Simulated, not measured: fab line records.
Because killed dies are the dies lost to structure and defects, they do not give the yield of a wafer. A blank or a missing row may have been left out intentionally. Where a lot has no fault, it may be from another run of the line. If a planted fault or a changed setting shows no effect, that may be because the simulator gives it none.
Which tool did it? || flow n5Finfet || 33 wafers from 11 lots sampled at 4 of the route's 1938 steps

## WHAT EACH GAUGE READ, for each wafer
No reading from a measuring or inspecting step in the record can be judged against a usual standard deviation.

## TOOL THAT RAN EACH LOT (tool first, then ch and the chambers of the sampled wafers, then the start)
{"lot": "L562", "N5_BEOL_M6_STRIP_36": "rieDiel-05 ch 1,3, day 8 17:19", "N5_BEOL_M6_ALD_77": "aldMetal-01 ch 0,2, day 8 18:26", "N5_BEOL_M6_ANNEAL_51": "rtpAnneal-02 ch 0, day 8 19:17", "N5_BEOL_M7_ILD_DEP_00": "pecvd-03 ch 0,2, day 8 20:04"}
{"lot": "L563", "N5_BEOL_M6_STRIP_36": "rieDiel-06 ch 0,1,3, day 9 18:01", "N5_BEOL_M6_ALD_77": "aldMetal-02 ch 1,2, day 9 19:00", "N5_BEOL_M6_ANNEAL_51": "rtpAnneal-02 ch 0, day 9 21:46", "N5_BEOL_M7_ILD_DEP_00": "pecvd-02 ch 0,1, day 9 22:32"}
{"lot": "L565", "N5_BEOL_M6_STRIP_36": "rieDiel-06 ch 1,2,3, day 9 23:25", "N5_BEOL_M6_ALD_77": "aldMetal-03 ch 0,1, day 10 00:40", "N5_BEOL_M6_ANNEAL_51": "rtpAnneal-02 ch 0, day 10 02:40", "N5_BEOL_M7_ILD_DEP_00": "pecvd-03 ch 1,2, day 10 03:25"}
{"lot": "L564", "N5_BEOL_M6_STRIP_36": "rieDiel-06 ch 1,2,3, day 10 01:50", "N5_BEOL_M6_ALD_77": "aldMetal-01 ch 0,2, day 10 03:13", "N5_BEOL_M6_ANNEAL_51": "rtpAnneal-02 ch 0, day 10 05:11", "N5_BEOL_M7_ILD_DEP_00": "pecvd-03 ch 1,2, day 10 05:58"}
{"lot": "L568", "N5_BEOL_M6_STRIP_36": "rieDiel-06 ch 1,2,3, day 10 06:59", "N5_BEOL_M6_ALD_77": "aldMetal-02 ch 0,1, day 10 08:06", "N5_BEOL_M6_ANNEAL_51": "rtpAnneal-02 ch 0, day 10 09:43", "N5_BEOL_M7_ILD_DEP_00": "pecvd-03 ch 0,2, day 10 10:31"}
{"lot": "L569", "N5_BEOL_M6_STRIP_36": "rieDiel-05 ch 0,1,2, day 10 19:10", "N5_BEOL_M6_ALD_77": "aldMetal-02 ch 0,1,3, day 10 20:13", "N5_BEOL_M6_ANNEAL_51": "rtpAnneal-01 ch 0, day 10 22:19", "N5_BEOL_M7_ILD_DEP_00": "pecvd-01 ch 0,1, day 10 23:05"}
{"lot": "L572", "N5_BEOL_M6_STRIP_36": "rieDiel-06 ch 0,2, day 11 17:43", "N5_BEOL_M6_ALD_77": "aldMetal-02 ch 1,2,3, day 11 18:32", "N5_BEOL_M6_ANNEAL_51": "rtpAnneal-02 ch 0, day 11 20:12", "N5_BEOL_M7_ILD_DEP_00": "pecvd-03 ch 0,2, day 11 21:15"}
{"lot": "L573", "N5_BEOL_M6_STRIP_36": "rieDiel-03 ch 0,1, day 12 02:04", "N5_BEOL_M6_ALD_77": "aldMetal-02 ch 0,3, day 12 03:19", "N5_BEOL_M6_ANNEAL_51": "rtpAnneal-02 ch 0, day 12 04:05", "N5_BEOL_M7_ILD_DEP_00": "pecvd-02 ch 1,2, day 12 04:53"}
{"lot": "L581", "N5_BEOL_M6_STRIP_36": "rieDiel-05 ch 0,1,2, day 13 18:07", "N5_BEOL_M6_ALD_77": "aldMetal-03 ch 0,1,2, day 13 19:01", "N5_BEOL_M6_ANNEAL_51": "rtpAnneal-02 ch 0, day 13 19:46", "N5_BEOL_M7_ILD_DEP_00": "pecvd-01 ch 0,1,2, day 13 20:34"}
{"lot": "L582", "N5_BEOL_M6_STRIP_36": "rieDiel-03 ch 1,2,3, day 14 13:35", "N5_BEOL_M6_ALD_77": "aldMetal-01 ch 1,2,3, day 14 14:52", "N5_BEOL_M6_ANNEAL_51": "rtpAnneal-02 ch 0, day 14 16:07", "N5_BEOL_M7_ILD_DEP_00": "pecvd-02 ch 0,2, day 14 16:55"}
{"lot": "L583", "N5_BEOL_M6_STRIP_36": "rieDiel-03 ch 1,2, day 14 13:59", "N5_BEOL_M6_ALD_77": "aldMetal-03 ch 0,2,3, day 14 14:58", "N5_BEOL_M6_ANNEAL_51": "rtpAnneal-01 ch 0, day 14 16:49", "N5_BEOL_M7_ILD_DEP_00": "pecvd-02 ch 0,1,2, day 14 17:40"}
- N5_BEOL_M6_STRIP_36: strips in N2/H2.
- N5_BEOL_M6_ALD_77: deposits TaN, target thk 2 nm, pulse time 2 s, purge time 3 s.
- N5_BEOL_M6_ANNEAL_51: time 90 s.
- N5_BEOL_M7_ILD_DEP_00: deposits SiCOH lowk from DEMS/porogen, target thk 179.75 nm, time 33.4 s.

## AS READ BY THE TOOLS THEMSELVES (means over the sampled wafers that have a number; for cases with no such wafer, the mark the record gives instead)
N5_BEOL_M6_STRIP_36.
{"lot": "L562", "tool": "rieDiel-05", "chamberPressureMTorr (mTorr)": 19.99, "drypumpMotorCurrentA (A)": 5.2, "oesProductAu (a.u.)": 0.85, "powerW (W)": 450.1, "rfVppV (V)": 58.6, "showerheadPlenumPTorr (Torr)": 2.49, "throttleValvePct (%)": 23.76}
{"lot": "L563", "tool": "rieDiel-06", "chamberPressureMTorr (mTorr)": 20.02, "drypumpMotorCurrentA (A)": 5.6, "oesProductAu (a.u.)": 0.71, "powerW (W)": 449.6, "rfVppV (V)": 59.3, "showerheadPlenumPTorr (Torr)": 2.51, "throttleValvePct (%)": 23.44}
{"lot": "L565", "tool": "rieDiel-06", "chamberPressureMTorr (mTorr)": 20.01, "drypumpMotorCurrentA (A)": 5.8, "oesProductAu (a.u.)": 0.79, "powerW (W)": 450.3, "rfVppV (V)": 60.2, "showerheadPlenumPTorr (Torr)": 2.55, "throttleValvePct (%)": 23.25}
{"lot": "L564", "tool": "rieDiel-06", "chamberPressureMTorr (mTorr)": 19.98, "drypumpMotorCurrentA (A)": 5.8, "oesProductAu (a.u.)": 0.79, "powerW (W)": 450.5, "rfVppV (V)": 58.8, "showerheadPlenumPTorr (Torr)": 2.55, "throttleValvePct (%)": 23.24}
{"lot": "L568", "tool": "rieDiel-06", "chamberPressureMTorr (mTorr)": 19.98, "drypumpMotorCurrentA (A)": 5.9, "oesProductAu (a.u.)": 0.79, "powerW (W)": 450.1, "rfVppV (V)": 59.1, "showerheadPlenumPTorr (Torr)": 2.55, "throttleValvePct (%)": 23.26}
{"lot": "L569", "tool": "rieDiel-05", "chamberPressureMTorr (mTorr)": 20.00, "drypumpMotorCurrentA (A)": 5.5, "oesProductAu (a.u.)": 0.71, "powerW (W)": 449.9, "rfVppV (V)": 60.1, "showerheadPlenumPTorr (Torr)": 2.54, "throttleValvePct (%)": 23.50}
{"lot": "L572", "tool": "rieDiel-06", "chamberPressureMTorr (mTorr)": 19.96, "drypumpMotorCurrentA (A)": 5.3, "oesProductAu (a.u.)": 0.94, "powerW (W)": 451.2, "rfVppV (V)": 59.8, "showerheadPlenumPTorr (Torr)": 2.63, "throttleValvePct (%)": 23.47}
{"lot": "L573", "tool": "rieDiel-03", "chamberPressureMTorr (mTorr)": 20.01, "drypumpMotorCurrentA (A)": 5.8, "oesProductAu (a.u.)": 0.81, "powerW (W)": 450.8, "rfVppV (V)": 60.3, "showerheadPlenumPTorr (Torr)": 2.48, "throttleValvePct (%)": 23.60}
{"lot": "L581", "tool": "rieDiel-05", "chamberPressureMTorr (mTorr)": 19.98, "drypumpMotorCurrentA (A)": 5.5, "oesProductAu (a.u.)": 0.69, "powerW (W)": 450.1, "rfVppV (V)": 59.2, "showerheadPlenumPTorr (Torr)": 2.53, "throttleValvePct (%)": 23.53}
{"lot": "L582", "tool": "rieDiel-03", "chamberPressureMTorr (mTorr)": 19.98, "drypumpMotorCurrentA (A)": 5.7, "oesProductAu (a.u.)": 0.80, "powerW (W)": 450.8, "rfVppV (V)": 58.9, "showerheadPlenumPTorr (Torr)": 2.49, "throttleValvePct (%)": 23.80}
{"lot": "L583", "tool": "rieDiel-03", "chamberPressureMTorr (mTorr)": 20.03, "drypumpMotorCurrentA (A)": 5.9, "oesProductAu (a.u.)": 0.75, "powerW (W)": 450.6, "rfVppV (V)": 60.2, "showerheadPlenumPTorr (Torr)": 2.47, "throttleValvePct (%)": 23.92}

N5_BEOL_M6_ALD_77.
{"lot": "L562", "tool": "aldMetal-01", "heaterPowerW (W)": 393}
{"lot": "L563", "tool": "aldMetal-02", "heaterPowerW (W)": 406}
{"lot": "L565", "tool": "aldMetal-03", "heaterPowerW (W)": 447}
{"lot": "L564", "tool": "aldMetal-01", "heaterPowerW (W)": 416}
{"lot": "L568", "tool": "aldMetal-02", "heaterPowerW (W)": 410}
{"lot": "L569", "tool": "aldMetal-02", "heaterPowerW (W)": 388}
{"lot": "L572", "tool": "aldMetal-02", "heaterPowerW (W)": 387}
{"lot": "L573", "tool": "aldMetal-02", "heaterPowerW (W)": 385}
{"lot": "L581", "tool": "aldMetal-03", "heaterPowerW (W)": 455}
{"lot": "L582", "tool": "aldMetal-01", "heaterPowerW (W)": 382}
{"lot": "L583", "tool": "aldMetal-03", "heaterPowerW (W)": 444}

N5_BEOL_M6_ANNEAL_51.
{"lot": "L562", "tool": "rtpAnneal-02", "wafer_temp_C_max": 226.00}
{"lot": "L563", "tool": "rtpAnneal-02", "wafer_temp_C_max": 225.68}
{"lot": "L565", "tool": "rtpAnneal-02", "wafer_temp_C_max": 225.73}
{"lot": "L564", "tool": "rtpAnneal-02", "wafer_temp_C_max": 225.85}
{"lot": "L568", "tool": "rtpAnneal-02", "wafer_temp_C_max": 226.07}
{"lot": "L569", "tool": "rtpAnneal-01", "wafer_temp_C_max": 225.93}
{"lot": "L572", "tool": "rtpAnneal-02", "wafer_temp_C_max": 226.12}
{"lot": "L573", "tool": "rtpAnneal-02", "wafer_temp_C_max": 225.91}
{"lot": "L581", "tool": "rtpAnneal-02", "wafer_temp_C_max": 225.83}
{"lot": "L582", "tool": "rtpAnneal-02", "wafer_temp_C_max": 225.91}
{"lot": "L583", "tool": "rtpAnneal-01", "wafer_temp_C_max": 225.87}

N5_BEOL_M7_ILD_DEP_00.
{"lot": "L562", "tool": "pecvd-03", "heaterPowerW (W)": 260, "showerheadPlenumPTorr (Torr)": 5.730, "throttleValvePct (%)": 13.7}
{"lot": "L563", "tool": "pecvd-02", "heaterPowerW (W)": 338, "showerheadPlenumPTorr (Torr)": 5.740, "throttleValvePct (%)": 14.4}
{"lot": "L565", "tool": "pecvd-03", "heaterPowerW (W)": 294, "showerheadPlenumPTorr (Torr)": 5.752, "throttleValvePct (%)": 14.0}
{"lot": "L564", "tool": "pecvd-03", "heaterPowerW (W)": 310, "showerheadPlenumPTorr (Torr)": 5.749, "throttleValvePct (%)": 13.9}
{"lot": "L568", "tool": "pecvd-03", "heaterPowerW (W)": 285, "showerheadPlenumPTorr (Torr)": 5.736, "throttleValvePct (%)": 13.7}
{"lot": "L569", "tool": "pecvd-01", "heaterPowerW (W)": 324, "showerheadPlenumPTorr (Torr)": 5.734, "throttleValvePct (%)": 13.6}
{"lot": "L572", "tool": "pecvd-03", "heaterPowerW (W)": 269, "showerheadPlenumPTorr (Torr)": 5.738, "throttleValvePct (%)": 13.3}
{"lot": "L573", "tool": "pecvd-02", "heaterPowerW (W)": 310, "showerheadPlenumPTorr (Torr)": 5.743, "throttleValvePct (%)": 14.0}
{"lot": "L581", "tool": "pecvd-01", "heaterPowerW (W)": 328, "showerheadPlenumPTorr (Torr)": 5.740, "throttleValvePct (%)": 13.4}
{"lot": "L582", "tool": "pecvd-02", "heaterPowerW (W)": 345, "showerheadPlenumPTorr (Torr)": 5.748, "throttleValvePct (%)": 14.4}
{"lot": "L583", "tool": "pecvd-02", "heaterPowerW (W)": 307, "showerheadPlenumPTorr (Torr)": 5.738, "throttleValvePct (%)": 14.2}

## THE ANSWER, worked out from the rows above alone
Rule: what is usual is taken from the lots themselves. Put in order of their means at a reading, lots are off if they are a third of the lots or fewer, leave a main group of 4 or more, and stand apart from it by a gap of 3 or more times the standard deviation of the main group's means; of several such gaps the widest counts. The tables above print the reading to a certain number of digits; a main group whose means all agree to those digits is not used. Also off: a lot with no number at a reading for which 4 or more lots have one. Any other lot the step has rows for is counted as sound. The gauges are gone through in route order, then the tools' own readings, and for those a lot's mean is taken as printed above. At the first step where some lot is off, the reading lying furthest off is the one used; lots without a number count as furthest.
No lot is off at any reading shown: from this, nothing can be told.

## WHAT THE SIMULATOR PUT IN
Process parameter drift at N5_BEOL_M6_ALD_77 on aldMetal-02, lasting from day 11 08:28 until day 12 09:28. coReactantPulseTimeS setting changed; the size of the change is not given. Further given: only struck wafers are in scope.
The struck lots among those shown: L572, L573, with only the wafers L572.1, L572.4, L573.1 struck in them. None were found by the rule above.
